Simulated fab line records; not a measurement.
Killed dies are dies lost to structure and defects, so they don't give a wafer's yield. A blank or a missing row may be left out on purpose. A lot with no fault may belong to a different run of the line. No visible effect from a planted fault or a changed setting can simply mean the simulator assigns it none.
fab line records -- flow nandHarc -- part 1 of 2: steps 1 to 38 of 39
record: lots: 6, wafers: 18, lastDay: 24
route steps=1159 shown A_ZERO_WELL@412 A_SOURCE_PLATE@413 A_ONON_D1@424 A_CHANNEL_HOLE_D1@450 END@1159
lots with no fault: from the same line, run without faults
startH: the number of hours between the record's first day and the start of the first shown wafer of the lot -- waitH: hours from the lot's prior step to this one -- " identical to the entry in the row above -- L1.1+2: several wafers, shown together as one row -- - value missing, or start not given -- * or withheld: withheld -- < > ~ a bound
route shown NAME@n: a module of which the file shows steps, and the number in the route of the first -- usual: mean/standard deviation taken from wafers without a fault -- same: alike in all rows -- chamber/n: place in a boat -- sites: per-site readings -- _std_site: their standard deviation -- _edge_site: inner sites' mean taken away from outer sites' mean -- radiusMm: how far each site lies from the wafer's centre -- mask NAME#n: copy n -- behind: the tool/chamber that last shaped the wafer -- hold: the reason the lot was held/the length of the hold in hours/how it ended -- device: the transistor (n, p or np) that didn't switch -- end of line: tests of these same wafers at the route's end -- a step without rows: its recipe alone -- killed: the dies lost at the first sort to structure and to defects; this is not the yield of the wafer -- map: a wafer's dies, x killed, . not, _ none there
set.NAME: the run value of the setting; set.NAME@STEP: its run value at that earlier step -- model.NAME: the simulator's own value behind a step, which no gauge read
a table for each step, a row for each wafer; lots at some steps of the route
services: from which hour (startH, from the record's first day; less than 0 if before it) a tool's chamber was out of use, for how many hours, and why
== steps ==
step: NHARC_A_ZERO_WELL_INSPECT_17
usual: rawDefectCount: 10/5
lot.wafer,tool,chamber,startH,waitH,rawDefectCount
L672.2,defectInspect-02,-,153.05,0.1,17
L672.3,defectInspect-02,-,153.05,0.1,8
L672.4,defectInspect-02,-,153.05,0.1,7
L677.2,defectInspect-02,-,184.52,0.1,13
L677.4,defectInspect-02,-,184.52,0.1,12
L677.5,defectInspect-02,-,184.52,0.1,15
L684.1,defectInspect-01,-,224.56,0.2,4
L684.2,defectInspect-01,-,224.56,0.2,1
L684.5,defectInspect-01,-,224.56,0.2,9
L683.1,defectInspect-01,-,224.68,0.2,9
L683.2,defectInspect-01,-,224.68,0.2,10
L683.6,defectInspect-01,-,224.68,0.2,5
L687.2,defectInspect-01,-,254.75,0.1,11
L687.3,defectInspect-01,-,254.75,0.1,14
L687.4,defectInspect-01,-,254.75,0.1,15
L692.1,defectInspect-01,-,264.96,0.2,10
L692.2,defectInspect-01,-,264.96,0.2,9
L692.4,defectInspect-01,-,264.96,0.2,11
step: NHARC_A_SOURCE_PLATE_PRECLEAN_00
recipe: timeS: 60, chemistry: HF-LAST
step: NHARC_A_SOURCE_PLATE_SRD_01
step: NHARC_A_SOURCE_PLATE_OXIDE_02
recipe: targetThkA: 100, tempC: 900, oxTimeS: 1362, material: SiO2
step: NHARC_A_SOURCE_PLATE_THK_MEAS_09
recipe: thkMeasGauge: ellipsometry
usual: thkNm: 9.8/0.97
lot.wafer,tool,chamber,startH,waitH,thkNm
L672.2,filmMetro-01,-,161.24,0.4,9.7
L672.3,filmMetro-01,-,161.24,0.4,10.2
L672.4,filmMetro-01,-,161.24,0.4,10.2
L677.2,filmMetro-01,-,190.22,0.4,10.0
L677.4,filmMetro-01,-,190.22,0.4,10.5
L677.5,filmMetro-01,-,190.22,0.4,8.7
L684.1,filmMetro-02,-,233.74,0.4,9.3
L684.2,filmMetro-02,-,233.74,0.4,9.4
L684.5,filmMetro-02,-,233.74,0.4,10.3
L683.1,filmMetro-01,-,233.74,0.4,11.2
L683.2,filmMetro-01,-,233.74,0.4,10.0
L683.6,filmMetro-01,-,233.74,0.4,8.2
L687.2,filmMetro-01,-,260.49,0.4,10.2
L687.3,filmMetro-01,-,260.49,0.4,11.1
L687.4,filmMetro-01,-,260.49,0.4,11.5
L692.1,filmMetro-02,-,271.33,0.4,10.1
L692.2,filmMetro-02,-,271.33,0.4,9.3
L692.4,filmMetro-02,-,271.33,0.4,8.9
step: NHARC_A_SOURCE_PLATE_PVD_04
recipe: targetThkA: 500, material: WSi2
step: NHARC_A_SOURCE_PLATE_CVD_03
recipe: targetThkA: 2000, tempC: 620, pressureMtorr: 200, timeS: 4000, material: poly-Si
step: NHARC_A_SOURCE_PLATE_ANNEAL_05
recipe: tempC: 850, timeS: 1800
step: NHARC_A_SOURCE_PLATE_THK_MEAS_06
recipe: thkMeasGauge: ellipsometry
usual: thkNm: 200.2/2.4
lot.wafer,tool,chamber,startH,waitH,thkNm
L672.2,filmMetro-01,-,174.27,0.4,201.7
L672.3,filmMetro-01,-,174.27,0.4,198.0
L672.4,filmMetro-01,-,174.27,0.4,201.3
L677.2,filmMetro-01,-,203.19,0.4,198.9
L677.4,filmMetro-01,-,203.19,0.4,199.5
L677.5,filmMetro-01,-,203.19,0.4,199.1
L684.1,filmMetro-02,-,246.83,0.4,201.9
L684.2,filmMetro-02,-,246.83,0.4,199.1
L684.5,filmMetro-02,-,246.83,0.4,200.4
L683.1,filmMetro-02,-,246.84,0.4,201.8
L683.2,filmMetro-02,-,246.84,0.4,201.1
L683.6,filmMetro-02,-,246.84,0.4,198.7
L687.2,filmMetro-01,-,273.62,0.4,194.8
L687.3,filmMetro-01,-,273.62,0.4,195.9
L687.4,filmMetro-01,-,273.62,0.4,201.8
L692.1,filmMetro-01,-,284.23,0.4,198.3
L692.2,filmMetro-01,-,284.23,0.4,200.3
L692.4,filmMetro-01,-,284.23,0.4,198.8
step: NHARC_A_SOURCE_PLATE_INSPECT_08
usual: rawDefectCount: 59/28
lot.wafer,tool,chamber,startH,waitH,rawDefectCount
L672.2,defectInspect-02,-,174.36,0.0,136
L672.3,defectInspect-02,-,174.36,0.0,77
L672.4,defectInspect-02,-,174.36,0.0,119
L677.2,defectInspect-01,-,203.28,0.0,40
L677.4,defectInspect-01,-,203.28,0.0,47
L677.5,defectInspect-01,-,203.28,0.0,81
L684.1,defectInspect-02,-,246.90,0.0,94
L684.2,defectInspect-02,-,246.90,0.0,78
L684.5,defectInspect-02,-,246.90,0.0,87
L683.1,defectInspect-02,-,246.92,0.0,34
L683.2,defectInspect-02,-,246.92,0.0,70
L683.6,defectInspect-02,-,246.92,0.0,47
L687.2,defectInspect-02,-,273.73,0.0,38
L687.3,defectInspect-02,-,273.73,0.0,31
L687.4,defectInspect-02,-,273.73,0.0,36
L692.1,defectInspect-01,-,284.29,0.0,74
L692.2,defectInspect-01,-,284.29,0.0,54
L692.4,defectInspect-01,-,284.29,0.0,91
step: NHARC_A_ONON_D1_DEP_00
recipe: targetThkA: 10000, n2FlowSccm: 2750, n2oFlowSccm: 2000, nh3FlowSccm: 500, sih4FlowSccm: 210, tempC: 400
lot.wafer,tool,chamber,startH,waitH
L672.2+3+4,pecvdOnon-03,0,174.48,0.1
L677.2+4+5,pecvdOnon-04,0,203.41,0.1
L684.1+2+5,pecvdOnon-03,0,246.96,0.1
L683.1+2+6,pecvdOnon-03,0,247.32,0.4
L687.2+3+4,pecvdOnon-02,0,273.85,0.1
L692.1+2+4,pecvdOnon-04,0,284.42,0.1
step: NHARC_A_ONON_D1_THK_MEAS_02
recipe: thkMeasGauge: ellipsometry
usual: thkNm: 999/7.8
lot.wafer,tool,chamber,startH,waitH,thkNm
L672.2,filmMetro-01,-,174.93,-,1002
L672.3,filmMetro-01,-,174.93,-,1002
L672.4,filmMetro-01,-,174.93,-,1003
L677.2,filmMetro-01,-,203.86,-,1000
L677.4,filmMetro-01,-,203.86,-,1002
L677.5,filmMetro-01,-,203.86,-,1002
L684.1,filmMetro-01,-,247.48,-,997
L684.2,filmMetro-01,-,247.48,-,998
L684.5,filmMetro-01,-,247.48,-,996
L683.1,filmMetro-01,-,247.83,-,1000
L683.2,filmMetro-01,-,247.83,-,998
L683.6,filmMetro-01,-,247.83,-,999
L687.2,filmMetro-01,-,274.30,-,991
L687.3,filmMetro-01,-,274.30,-,989
L687.4,filmMetro-01,-,274.30,-,991
L692.1,filmMetro-01,-,284.93,-,991
L692.2,filmMetro-01,-,284.93,-,989
L692.4,filmMetro-01,-,284.93,-,989
step: NHARC_A_ONON_D1_DEP_03
recipe: targetThkA: 10000, n2FlowSccm: 2750, n2oFlowSccm: 2000, nh3FlowSccm: 500, sih4FlowSccm: 210, tempC: 400
step: NHARC_A_ONON_D1_THK_MEAS_05
recipe: thkMeasGauge: ellipsometry
usual: thkNm: 999/8.4
lot.wafer,tool,chamber,startH,waitH,thkNm
L672.2,filmMetro-01,-,175.50,-,1018
L672.3,filmMetro-01,-,175.50,-,1014
L672.4,filmMetro-01,-,175.50,-,1014
L677.2,filmMetro-02,-,204.42,-,1007
L677.4,filmMetro-02,-,204.42,-,1008
L677.5,filmMetro-02,-,204.42,-,1009
L684.1,filmMetro-02,-,248.05,-,996
L684.2,filmMetro-02,-,248.05,-,997
L684.5,filmMetro-02,-,248.05,-,997
L683.1,filmMetro-01,-,248.40,-,998
L683.2,filmMetro-01,-,248.40,-,1000
L683.6,filmMetro-01,-,248.40,-,1001
L687.2,filmMetro-02,-,274.86,-,988
L687.3,filmMetro-02,-,274.86,-,991
L687.4,filmMetro-02,-,274.86,-,990
L692.1,filmMetro-02,-,285.62,-,1011
L692.2,filmMetro-02,-,285.62,-,1011
L692.4,filmMetro-02,-,285.62,-,1011
step: NHARC_A_ONON_D1_DEP_06
recipe: targetThkA: 10000, n2FlowSccm: 2750, n2oFlowSccm: 2000, nh3FlowSccm: 500, sih4FlowSccm: 210, tempC: 400
step: NHARC_A_ONON_D1_THK_MEAS_08
recipe: thkMeasGauge: ellipsometry
usual: thkNm: 998/11
lot.wafer,tool,chamber,startH,waitH,thkNm
L672.2,filmMetro-01,-,176.07,-,1000
L672.3,filmMetro-01,-,176.07,-,1000
L672.4,filmMetro-01,-,176.07,-,999
L677.2,filmMetro-02,-,204.99,-,995
L677.4,filmMetro-02,-,204.99,-,996
L677.5,filmMetro-02,-,204.99,-,995
L684.1,filmMetro-01,-,248.62,-,994
L684.2,filmMetro-01,-,248.62,-,994
L684.5,filmMetro-01,-,248.62,-,997
L683.1,filmMetro-02,-,248.97,-,1035
L683.2,filmMetro-02,-,248.97,-,1034
L683.6,filmMetro-02,-,248.97,-,1035
L687.2,filmMetro-01,-,275.45,-,993
L687.3,filmMetro-01,-,275.45,-,995
L687.4,filmMetro-01,-,275.45,-,993
L692.1,filmMetro-02,-,286.20,-,1004
L692.2,filmMetro-02,-,286.20,-,1005
L692.4,filmMetro-02,-,286.20,-,1006
step: NHARC_A_ONON_D1_DEP_09
recipe: targetThkA: 10000, n2FlowSccm: 2750, n2oFlowSccm: 2000, nh3FlowSccm: 500, sih4FlowSccm: 210, tempC: 400
step: NHARC_A_ONON_D1_THK_MEAS_11
recipe: thkMeasGauge: ellipsometry
usual: thkNm: 1002/11
lot.wafer,tool,chamber,startH,waitH,thkNm
L672.2,filmMetro-02,-,176.65,-,992
L672.3,filmMetro-02,-,176.65,-,993
L672.4,filmMetro-02,-,176.65,-,991
L677.2,filmMetro-01,-,205.56,-,1001
L677.4,filmMetro-01,-,205.56,-,1000
L677.5,filmMetro-01,-,205.56,-,1003
L684.1,filmMetro-01,-,249.19,-,1022
L684.2,filmMetro-01,-,249.19,-,1020
L684.5,filmMetro-01,-,249.19,-,1019
L683.1,filmMetro-02,-,249.57,-,998
L683.2,filmMetro-02,-,249.57,-,998
L683.6,filmMetro-02,-,249.57,-,999
L687.2,filmMetro-02,-,276.02,-,1008
L687.3,filmMetro-02,-,276.02,-,1010
L687.4,filmMetro-02,-,276.02,-,1009
L692.1,filmMetro-01,-,286.77,-,979
L692.2,filmMetro-01,-,286.77,-,980
L692.4,filmMetro-01,-,286.77,-,979
step: NHARC_A_ONON_D1_DEP_12
recipe: targetThkA: 10000, n2FlowSccm: 2750, n2oFlowSccm: 2000, nh3FlowSccm: 500, sih4FlowSccm: 210, tempC: 400
step: NHARC_A_ONON_D1_THK_MEAS_14
recipe: thkMeasGauge: ellipsometry
usual: thkNm: 999/11
lot.wafer,tool,chamber,startH,waitH,thkNm
L672.2,filmMetro-02,-,177.21,-,1006
L672.3,filmMetro-02,-,177.21,-,1007
L672.4,filmMetro-02,-,177.21,-,1007
L677.2,filmMetro-02,-,206.12,-,987
L677.4,filmMetro-02,-,206.12,-,988
L677.5,filmMetro-02,-,206.12,-,988
L684.1,filmMetro-01,-,249.76,-,985
L684.2,filmMetro-01,-,249.76,-,985
L684.5,filmMetro-01,-,249.76,-,984
L683.1,filmMetro-02,-,250.14,-,996
L683.2,filmMetro-02,-,250.14,-,995
L683.6,filmMetro-02,-,250.14,-,996
L687.2,filmMetro-02,-,276.58,-,1001
L687.3,filmMetro-02,-,276.58,-,1003
L687.4,filmMetro-02,-,276.58,-,1002
L692.1,filmMetro-02,-,287.33,-,1025
L692.2,filmMetro-02,-,287.33,-,1025
L692.4,filmMetro-02,-,287.33,-,1025
step: NHARC_A_ONON_D1_ANNEAL_15
recipe: tempC: 750, timeS: 3600
step: NHARC_A_ONON_D1_DEP_16
recipe: targetThkA: 10000, n2FlowSccm: 2750, n2oFlowSccm: 2000, nh3FlowSccm: 500, sih4FlowSccm: 210, tempC: 400
step: NHARC_A_ONON_D1_THK_MEAS_18
recipe: thkMeasGauge: ellipsometry
usual: thkNm: 1003/9.7
lot.wafer,tool,chamber,startH,waitH,thkNm
L672.2,filmMetro-02,-,184.56,-,987
L672.3,filmMetro-02,-,184.56,-,988
L672.4,filmMetro-02,-,184.56,-,987
L677.2,filmMetro-01,-,213.80,-,1004
L677.4,filmMetro-01,-,213.80,-,1004
L677.5,filmMetro-01,-,213.80,-,1003
L684.1,filmMetro-02,-,257.82,-,1012
L684.2,filmMetro-02,-,257.82,-,1012
L684.5,filmMetro-02,-,257.82,-,1013
L683.1,filmMetro-01,-,257.83,-,993
L683.2,filmMetro-01,-,257.83,-,993
L683.6,filmMetro-01,-,257.83,-,993
L687.2,filmMetro-01,-,284.03,-,1007
L687.3,filmMetro-01,-,284.03,-,1008
L687.4,filmMetro-01,-,284.03,-,1007
L692.1,filmMetro-01,-,297.06,-,1005
L692.2,filmMetro-01,-,297.06,-,1006
L692.4,filmMetro-01,-,297.06,-,1004
step: NHARC_A_ONON_D1_DEP_19
recipe: targetThkA: 10000, n2FlowSccm: 2750, n2oFlowSccm: 2000, nh3FlowSccm: 500, sih4FlowSccm: 210, tempC: 400
step: NHARC_A_ONON_D1_THK_MEAS_21
recipe: thkMeasGauge: ellipsometry
usual: thkNm: 999/9.2
lot.wafer,tool,chamber,startH,waitH,thkNm
L672.2,filmMetro-01,-,185.13,-,999
L672.3,filmMetro-01,-,185.13,-,999
L672.4,filmMetro-01,-,185.13,-,996
L677.2,filmMetro-01,-,214.36,-,1003
L677.4,filmMetro-01,-,214.36,-,1005
L677.5,filmMetro-01,-,214.36,-,1006
L684.1,filmMetro-02,-,258.39,-,999
L684.2,filmMetro-02,-,258.39,-,998
L684.5,filmMetro-02,-,258.39,-,998
L683.1,filmMetro-01,-,258.40,-,999
L683.2,filmMetro-01,-,258.40,-,1000
L683.6,filmMetro-01,-,258.40,-,1000
L687.2,filmMetro-02,-,284.58,-,981
L687.3,filmMetro-02,-,284.58,-,980
L687.4,filmMetro-02,-,284.58,-,978
L692.1,filmMetro-02,-,297.63,-,999
L692.2,filmMetro-02,-,297.63,-,998
L692.4,filmMetro-02,-,297.63,-,999
step: NHARC_A_ONON_D1_DEP_22
recipe: targetThkA: 10000, n2FlowSccm: 2750, n2oFlowSccm: 2000, nh3FlowSccm: 500, sih4FlowSccm: 210, tempC: 400
step: NHARC_A_ONON_D1_THK_MEAS_24
recipe: thkMeasGauge: ellipsometry
usual: thkNm: 1001/8.3
lot.wafer,tool,chamber,startH,waitH,thkNm
L672.2,filmMetro-01,-,185.69,-,1006
L672.3,filmMetro-01,-,185.69,-,1008
L672.4,filmMetro-01,-,185.69,-,1005
L677.2,filmMetro-01,-,214.93,-,997
L677.4,filmMetro-01,-,214.93,-,995
L677.5,filmMetro-01,-,214.93,-,997
L684.1,filmMetro-02,-,258.96,-,993
L684.2,filmMetro-02,-,258.96,-,992
L684.5,filmMetro-02,-,258.96,-,993
L683.1,filmMetro-01,-,258.97,-,1012
L683.2,filmMetro-01,-,258.97,-,1010
L683.6,filmMetro-01,-,258.97,-,1011
L687.2,filmMetro-01,-,285.28,-,998
L687.3,filmMetro-01,-,285.28,-,994
L687.4,filmMetro-01,-,285.28,-,996
L692.1,filmMetro-02,-,298.19,-,1003
L692.2,filmMetro-02,-,298.19,-,1002
L692.4,filmMetro-02,-,298.19,-,1002
step: NHARC_A_ONON_D1_DEP_25
recipe: targetThkA: 10000, n2FlowSccm: 2750, n2oFlowSccm: 2000, nh3FlowSccm: 500, sih4FlowSccm: 210, tempC: 400
step: NHARC_A_ONON_D1_THK_MEAS_27
recipe: thkMeasGauge: ellipsometry
usual: thkNm: 999/9.9
lot.wafer,tool,chamber,startH,waitH,thkNm
L672.2,filmMetro-01,-,186.26,-,996
L672.3,filmMetro-01,-,186.26,-,995
L672.4,filmMetro-01,-,186.26,-,995
L677.2,filmMetro-01,-,215.50,-,992
L677.4,filmMetro-01,-,215.50,-,991
L677.5,filmMetro-01,-,215.50,-,991
L684.1,filmMetro-02,-,259.53,-,988
L684.2,filmMetro-02,-,259.53,-,991
L684.5,filmMetro-02,-,259.53,-,988
L683.1,filmMetro-02,-,259.54,-,1002
L683.2,filmMetro-02,-,259.54,-,1004
L683.6,filmMetro-02,-,259.54,-,1005
L687.2,filmMetro-02,-,285.97,-,998
L687.3,filmMetro-02,-,285.97,-,998
L687.4,filmMetro-02,-,285.97,-,998
L692.1,filmMetro-02,-,298.76,-,1015
L692.2,filmMetro-02,-,298.76,-,1012
L692.4,filmMetro-02,-,298.76,-,1014
step: NHARC_A_ONON_D1_DEP_28
recipe: targetThkA: 10000, n2FlowSccm: 2750, n2oFlowSccm: 2000, nh3FlowSccm: 500, sih4FlowSccm: 210, tempC: 400
step: NHARC_A_ONON_D1_THK_MEAS_30
recipe: thkMeasGauge: ellipsometry
usual: thkNm: 999/6.1
lot.wafer,tool,chamber,startH,waitH,thkNm
L672.2,filmMetro-01,-,186.83,-,1003
L672.3,filmMetro-01,-,186.83,-,1001
L672.4,filmMetro-01,-,186.83,-,1001
L677.2,filmMetro-02,-,216.06,-,991
L677.4,filmMetro-02,-,216.06,-,991
L677.5,filmMetro-02,-,216.06,-,989
L684.1,filmMetro-02,-,260.09,-,993
L684.2,filmMetro-02,-,260.09,-,992
L684.5,filmMetro-02,-,260.09,-,994
L683.1,filmMetro-02,-,260.11,-,998
L683.2,filmMetro-02,-,260.11,-,999
L683.6,filmMetro-02,-,260.11,-,1000
L687.2,filmMetro-01,-,286.55,-,993
L687.3,filmMetro-01,-,286.55,-,992
L687.4,filmMetro-01,-,286.55,-,991
L692.1,filmMetro-02,-,299.32,-,1002
L692.2,filmMetro-02,-,299.32,-,1005
L692.4,filmMetro-02,-,299.32,-,1003
step: NHARC_A_ONON_D1_DEP_33
recipe: targetThkA: 2000, tempC: 400, pressureTorr: 6.5, rfW: 900, teosFlowSccm: 161.4, flowSccm: 2650, targetThkNm: 200, gas: O2, material: SiO2
usual: heaterPowerW: 549/96, mfcPrecursorSccm: 161.4/0.5, rfFwdPowerW: 898.8/2.8, throttleValvePct: 16.1/0.46
lot.wafer,tool,chamber,startH,waitH,heaterPowerW,mfcPrecursorSccm,rfFwdPowerW,throttleValvePct
L672.3,pecvd-04,0,186.97,0.1,524,161.7,897.7,15.8
L672.2,pecvd-04,1,186.97,0.1,547,160.9,897.2,15.8
L672.4,pecvd-04,0,186.97,0.1,535,161.5,897.4,15.8
L677.2,pecvd-03,0,216.12,0.1,450,161.4,893.5,16.1
L677.5,pecvd-03,0,216.12,0.1,451,161.4,897.5,16.3
L677.4,pecvd-03,1,216.12,0.1,592,161.1,898.9,16.3
L684.1,pecvd-01,1,260.15,0.1,661,161.1,899.4,16.6
L684.2,pecvd-01,2,260.15,0.1,554,160.4,901.3,15.8
L684.5,pecvd-01,2,260.15,0.1,560,161.6,899.5,15.8
L683.2,pecvd-04,2,260.45,0.3,428,161.8,898.8,15.7
L683.1,pecvd-04,0,260.45,0.3,438,162.1,897.3,16.1
L683.6,pecvd-04,2,260.45,0.3,433,161.6,897.7,15.4
L687.3,pecvd-04,2,286.61,0.1,412,160.6,894.7,15.3
L687.2,pecvd-04,0,286.61,0.1,529,161.6,899.9,15.8
L687.4,pecvd-04,2,286.61,0.1,419,161.4,894.2,15.4
L692.2,pecvd-04,1,299.38,0.1,558,161.7,894.5,16.0
L692.1,pecvd-04,2,299.38,0.1,433,161.8,902.4,15.4
L692.4,pecvd-04,2,299.38,0.1,435,161.0,901.3,15.6
step: NHARC_A_ONON_D1_THK_MEAS_34
recipe: thkMeasGauge: ellipsometry
usual: thkNm: 200.9/2.4
lot.wafer,tool,chamber,startH,waitH,thkNm
L672.2,filmMetro-01,-,187.39,-,198.4
L672.3,filmMetro-01,-,187.39,-,199.1
L672.4,filmMetro-01,-,187.39,-,203.5
L677.2,filmMetro-01,-,216.53,-,199.0
L677.4,filmMetro-01,-,216.53,-,202.9
L677.5,filmMetro-01,-,216.53,-,203.7
L684.1,filmMetro-02,-,260.56,-,198.8
L684.2,filmMetro-02,-,260.56,-,197.5
L684.5,filmMetro-02,-,260.56,-,199.1
L683.1,filmMetro-01,-,260.87,-,200.3
L683.2,filmMetro-01,-,260.87,-,199.8
L683.6,filmMetro-01,-,260.87,-,203.3
L687.2,filmMetro-01,-,287.03,-,197.9
L687.3,filmMetro-01,-,287.03,-,200.3
L687.4,filmMetro-01,-,287.03,-,199.5
L692.1,filmMetro-01,-,299.79,-,199.2
L692.2,filmMetro-01,-,299.79,-,196.2
L692.4,filmMetro-01,-,299.79,-,202.3
step: NHARC_A_CHANNEL_HOLE_D1_DEP_00
recipe: targetThkA: 31000, tempC: 400, material: aC
usual: throttleValvePct: 35.000/0.0091
lot.wafer,tool,chamber,startH,waitH,throttleValvePct
L672.2,aclDep-02,0,189.00,1.5,34.997
L672.3,aclDep-02,0,189.00,1.5,34.993
L672.4,aclDep-02,0,189.00,1.5,35.010
L677.2,aclDep-01,0,216.97,0.4,34.994
L677.4,aclDep-01,0,216.97,0.4,34.995
L677.5,aclDep-01,0,216.97,0.4,35.004
L684.1,aclDep-01,0,262.27,1.6,35.003
L684.2,aclDep-01,0,262.27,1.6,34.993
L684.5,aclDep-01,0,262.27,1.6,35.014
L683.1,aclDep-01,0,264.14,3.2,34.990
L683.2,aclDep-01,0,264.14,3.2,35.015
L683.6,aclDep-01,0,265.73,4.8,34.993
L687.2,aclDep-01,0,288.67,1.6,34.984
L687.3,aclDep-01,0,288.67,1.6,35.001
L687.4,aclDep-01,0,288.67,1.6,34.985
L692.1,aclDep-02,0,300.90,1.0,35.004
L692.2,aclDep-02,0,300.90,1.0,35.004
L692.4,aclDep-02,0,300.90,1.0,35.008
step: NHARC_A_CHANNEL_HOLE_D1_DEP_01
recipe: targetThkA: 1400, targetThkNm: 140, tempC: 400, pressureTorr: 3.5, flowSccm: 200, rfW: 350, material: SiON
usual: heaterPowerW: 753/72, rfFwdPowerW: 348.7/1
lot.wafer,tool,chamber,startH,waitH,heaterPowerW,rfFwdPowerW
L672.2,pecvd-04,1,190.64,1.3,654,346.8
L672.3,pecvd-04,2,190.64,1.3,524,350.0
L672.4,pecvd-04,1,190.64,1.3,677,347.7
L677.2,pecvd-01,0,218.60,1.3,813,348.5
L677.4,pecvd-01,2,218.60,1.3,780,349.1
L677.5,pecvd-01,0,218.60,1.3,824,350.1
L684.1,pecvd-04,1,264.16,1.6,716,348.2
L684.2,pecvd-04,0,264.16,1.6,638,350.7
L684.5,pecvd-04,1,264.16,1.6,697,348.6
L683.1,pecvd-01,2,266.07,1.6,858,349.2
L683.2,pecvd-01,0,266.07,1.6,726,347.4
L683.6,pecvd-01,0,266.07,1.6,719,346.4
L687.2,pecvd-01,2,290.28,1.3,782,347.7
L687.3,pecvd-01,0,290.28,1.3,739,348.1
L687.4,pecvd-01,2,290.28,1.3,795,347.3
L692.1,pecvd-02,0,302.83,1.6,693,348.7
L692.2,pecvd-02,2,302.83,1.6,754,350.2
L692.4,pecvd-02,2,302.83,1.6,736,350.5
step: NHARC_A_CHANNEL_HOLE_D1_DEHYDRATE_02
recipe: tempC: 150, timeS: 120
step: NHARC_A_CHANNEL_HOLE_D1_HMDS_03
recipe: timeS: 30
step: NHARC_A_CHANNEL_HOLE_D1_DESCUM_15
recipe: timeS: 3, o2FlowSccm: 200, arFlowSccm: 0, biasPowerW: 0, chemistry: O2
usual: drypumpMotorCurrentA: 5.9/0.33, o2FlowSccm: 200.0/0.64, oesProductAu: 1.003/0.0087, rfVppV: 58.0/0.93, showerheadPlenumPTorr: 1.95/0.1, throttleValvePct: 11.310/0.0089
lot.wafer,tool,chamber,startH,waitH,hold,drypumpMotorCurrentA,o2FlowSccm,oesProductAu,rfHoursCounterH,rfVppV,showerheadPlenumPTorr,throttleValvePct
L672.3,rieDiel-04,3,191.53,0.1,-,6.5,200.4,0.994,5,57.9,1.84,11.304
L672.4,rieDiel-04,0,191.53,0.1,-,5.7,200.2,0.992,5,59.3,2.06,11.304
L672.2,rieDiel-04,1,191.53,0.1,-,5.3,200.0,0.978,5,59.1,2.01,11.309
L677.2,rieDiel-10,3,220.93,0.1,-,5.5,199.8,1.016,2,56.0,1.86,11.318
L677.4,rieDiel-10,1,220.93,0.1,-,5.9,200.2,1.011,1,56.9,1.79,11.320
L677.5,rieDiel-10,3,220.93,0.1,-,5.5,201.2,1.006,-,57.6,1.86,11.299
L684.2,rieDiel-09,1,267.88,2.7,awaitDispo/2.5h/release,5.8,200.4,0.992,0,57.0,1.81,11.314
L684.1,rieDiel-09,2,267.88,2.7,awaitDispo/2.5h/release,5.8,199.9,0.991,0,59.1,1.88,11.308
L684.5,rieDiel-09,0,267.88,2.7,awaitDispo/2.5h/release,6.1,200.1,1.004,-,58.6,2.04,11.308
L683.2,rieDiel-09,3,271.03,3.9,awaitDispo/3.9h/release,5.9,199.2,1.017,1,57.9,2.05,11.303
L683.1,rieDiel-09,1,271.03,3.9,awaitDispo/3.9h/release,5.9,199.9,1.016,0,56.8,1.81,11.305
L683.6,rieDiel-09,0,271.03,3.9,awaitDispo/3.9h/release,6.1,200.2,1.007,-,59.4,2.04,11.313
L687.4,rieDiel-09,0,291.21,0.1,-,6.1,199.1,1.004,3,58.0,2.04,11.306
L687.3,rieDiel-09,1,291.21,0.1,-,5.9,199.2,1.001,2,57.5,1.81,11.296
L687.2,rieDiel-09,3,291.21,0.1,-,5.9,200.6,1.010,3,58.3,2.05,11.314
L692.4,rieDiel-10,3,303.75,0.1,-,5.6,199.0,1.008,8,57.7,1.86,11.303
L692.2,rieDiel-10,0,303.75,0.1,-,5.6,201.0,1.002,8,58.1,2.05,11.310
L692.1,rieDiel-10,1,303.75,0.1,-,5.9,199.9,1.011,8,58.5,1.78,11.318
